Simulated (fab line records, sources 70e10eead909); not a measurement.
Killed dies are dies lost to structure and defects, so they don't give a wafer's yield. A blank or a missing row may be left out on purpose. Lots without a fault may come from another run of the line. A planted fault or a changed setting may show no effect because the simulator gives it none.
Chamber matching | flow nand_harc | NHARC_A_BONDPAD_CMP_29 on cmp-03: 4 sister chambers
The step polishes SiCN, target thk 200 nm. 4 wafers are shown with their chamber, then 11 later ones without.

WAFERS WITH THEIR CHAMBER
wafer  | chamber | motor_current_A (A)
L080.2 | 0       | 11.1
L081.2 | 1       | 12.0
L089.2 | 3       | 13.6
L087.4 | 2       | 13.3

WAFERS WITHOUT THEIR CHAMBER
wafer  | motor_current_A (A)
L087.5 | 13.7
L087.6 | 12.1
L092.2 | 12.1
L092.5 | 12.8
L092.6 | 12.8
L097.3 | 13.4
L097.4 | 13.3
L097.6 | 12.4
L095.1 | 13.3
L095.2 | 13.9
L095.6 | 12.8

WHICH CHAMBER EACH WENT THROUGH
wafer  | from the rows above          | in truth
L087.5 | can't be placed: 3 or 2      | 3
L087.6 | 1                            | 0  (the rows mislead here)
L092.2 | 1                            | 1
L092.5 | can't be placed: 2 or 3 or 1 | 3
L092.6 | can't be placed: 2 or 3 or 1 | 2
L097.3 | can't be placed: 2 or 3      | 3
L097.4 | can't be placed: 2 or 3      | 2
L097.6 | can't be placed: 1 or 2      | 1
L095.1 | can't be placed: 2 or 3      | 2
L095.2 | can't be placed: 3 or 2      | 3
L095.6 | can't be placed: 2 or 3 or 1 | 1
Placed correctly: 1 of 11. Can't be placed from these rows: 9 (the true chamber is among the candidates in 9). Placed wrongly: 1.
How it was worked out, from the rows above alone: a wafer's distance from a chamber is the root of the sum, over the readings, of the square of ((its reading less the chamber's mean) divided by the reading's scatter). The wafer belongs to the nearest chamber; if the next one is less than 2 further off, it can't be placed. A chamber's mean is the mean of its shown wafers. The scatter: with one shown wafer a chamber, the root of the mean of the squares of how far each hidden wafer lies from its nearest shown one.
